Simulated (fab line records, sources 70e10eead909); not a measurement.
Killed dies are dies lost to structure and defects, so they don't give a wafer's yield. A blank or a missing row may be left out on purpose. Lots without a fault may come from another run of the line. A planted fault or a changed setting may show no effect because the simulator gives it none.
Chamber matching | flow nand_harc | NHARC_A_CONTACT_DEP_24 on pecvd-03: 3 sister chambers
The step deposits SiO2, target thk 500 nm. 14 wafers are shown with their chamber, then 7 later ones without.

WAFERS WITH THEIR CHAMBER
wafer  | chamber | throttle_valve_pct (%) | heater_power_w (W)
L391.1 | 0       | 15.6                   | 573
L391.5 | 0       | 15.6                   | 474
L391.6 | 2       | 15.7                   | 504
L390.1 | 1       | 16.1                   | 536
L390.2 | 0       | 15.7                   | 592
L390.5 | 1       | 16.1                   | 395
L388.1 | 2       | 16.0                   | 584
L388.3 | 1       | 16.2                   | 415
L388.4 | 2       | 15.7                   | 605
L392.1 | 0       | 15.8                   | 583
L392.4 | 0       | 15.4                   | 585
L392.5 | 1       | 16.1                   | 514
L397.1 | 0       | 16.0                   | 547
L397.4 | 0       | 15.7                   | 567

SIGNATURES (means of the wafers above)
reading            | chamber 0 | chamber 1 | chamber 2 | scatter within a chamber
throttle_valve_pct | 15.686    | 16.125    | 15.800    | 0.158
heater_power_w     | 560.14    | 465.00    | 564.33    | 52.6
Rule: a wafer's distance from a chamber is the root of the sum, over the readings, of the square of ((its reading less the chamber's mean) divided by the reading's scatter). The wafer belongs to the nearest chamber; if the next one is less than 2 further off, it can't be placed. The scatter: the root of (the sum of the squares of (reading less its chamber's mean) over the shown wafers, divided by (wafers less chambers)).

WAFERS WITHOUT THEIR CHAMBER
wafer  | throttle_valve_pct (%) | heater_power_w (W)
L397.5 | 15.8                   | 522
L404.1 | 16.1                   | 586
L404.3 | 15.8                   | 540
L404.6 | 16.1                   | 458
L411.2 | 15.8                   | 487
L411.5 | 15.8                   | 454
L411.6 | 16.0                   | 520

WHICH CHAMBER EACH WENT THROUGH
wafer  | from the rows above          | in truth
L397.5 | can't be placed: 2 or 0 or 1 | 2
L404.1 | can't be placed: 2 or 1 or 0 | 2
L404.3 | can't be placed: 2 or 0      | 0
L404.6 | 1                            | 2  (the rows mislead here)
L411.2 | can't be placed: 2 or 0 or 1 | 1
L411.5 | can't be placed: 1 or 2 or 0 | 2
L411.6 | can't be placed: 1 or 2 or 0 | 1
Placed correctly: 0 of 7. Can't be placed from these rows: 6 (the true chamber is among the candidates in 6). Placed wrongly: 1.
